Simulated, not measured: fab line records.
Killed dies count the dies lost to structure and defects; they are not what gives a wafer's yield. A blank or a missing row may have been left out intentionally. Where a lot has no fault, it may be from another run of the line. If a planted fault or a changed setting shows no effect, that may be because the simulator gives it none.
Matching of chambers / flow n5-finfet / N5_BEOL_M2_PRE_CLEAN_60 on cvd-co-02: 3 sister chambers
The step time 15 s. 20 wafers are shown with their chamber, then 10 later ones without.

WAFERS PAIRED WITH THEIR CHAMBERS
wafer=L077.1; chamber=2; heater-power-w (W)=83
wafer=L077.2; chamber=1; heater-power-w (W)=53
wafer=L077.3; chamber=0; heater-power-w (W)=73
wafer=L076.3; chamber=0; heater-power-w (W)=71
wafer=L076.4; chamber=0; heater-power-w (W)=74
wafer=L076.6; chamber=2; heater-power-w (W)=84
wafer=L078.1; chamber=1; heater-power-w (W)=55
wafer=L078.2; chamber=2; heater-power-w (W)=82
wafer=L078.5; chamber=2; heater-power-w (W)=82
wafer=L079.1; chamber=2; heater-power-w (W)=80
wafer=L079.3; chamber=1; heater-power-w (W)=54
wafer=L079.5; chamber=1; heater-power-w (W)=55
wafer=L082.3; chamber=0; heater-power-w (W)=72
wafer=L082.4; chamber=2; heater-power-w (W)=80
wafer=L082.6; chamber=1; heater-power-w (W)=56
wafer=L087.1; chamber=2; heater-power-w (W)=83
wafer=L087.2; chamber=0; heater-power-w (W)=72
wafer=L087.5; chamber=1; heater-power-w (W)=56
wafer=L088.1; chamber=0; heater-power-w (W)=72
wafer=L088.5; chamber=2; heater-power-w (W)=83

SIGNATURES, as means of the wafers listed above
reading=heater-power-w; chamber 0=72.33; chamber 1=54.83; chamber 2=82.12; scatter within a chamber=1.26
Rule: for a wafer and a chamber, the distance is found by dividing, reading by reading, the gap between the wafer's reading and the chamber's mean by the reading's scatter, squaring, summing and taking the root. If the next closest chamber is less than 2 further off than the closest, the wafer can't be placed; otherwise it belongs to the closest. How the scatter is found: for the shown wafers, subtract from each reading the mean of its chamber, square and add these, divide the total by (wafers less chambers), then take the root.

WAFERS MISSING THEIR CHAMBER
wafer=L088.6; heater-power-w (W)=56
wafer=L093.2; heater-power-w (W)=83
wafer=L093.5; heater-power-w (W)=84
wafer=L093.6; heater-power-w (W)=73
wafer=L094.2; heater-power-w (W)=85
wafer=L094.3; heater-power-w (W)=56
wafer=L094.4; heater-power-w (W)=75
wafer=L096.3; heater-power-w (W)=55
wafer=L096.4; heater-power-w (W)=73
wafer=L096.5; heater-power-w (W)=55

THE CHAMBER EACH PASSED THROUGH
wafer=L088.6; from the rows above=1; in truth=1
wafer=L093.2; from the rows above=2; in truth=2
wafer=L093.5; from the rows above=2; in truth=2
wafer=L093.6; from the rows above=0; in truth=0
wafer=L094.2; from the rows above=2; in truth=2
wafer=L094.3; from the rows above=1; in truth=1
wafer=L094.4; from the rows above=0; in truth=0
wafer=L096.3; from the rows above=1; in truth=1
wafer=L096.4; from the rows above=0; in truth=0
wafer=L096.5; from the rows above=1; in truth=1
10 of 10 placed correctly. Not placeable from these rows: 0. Number placed wrongly: 0.
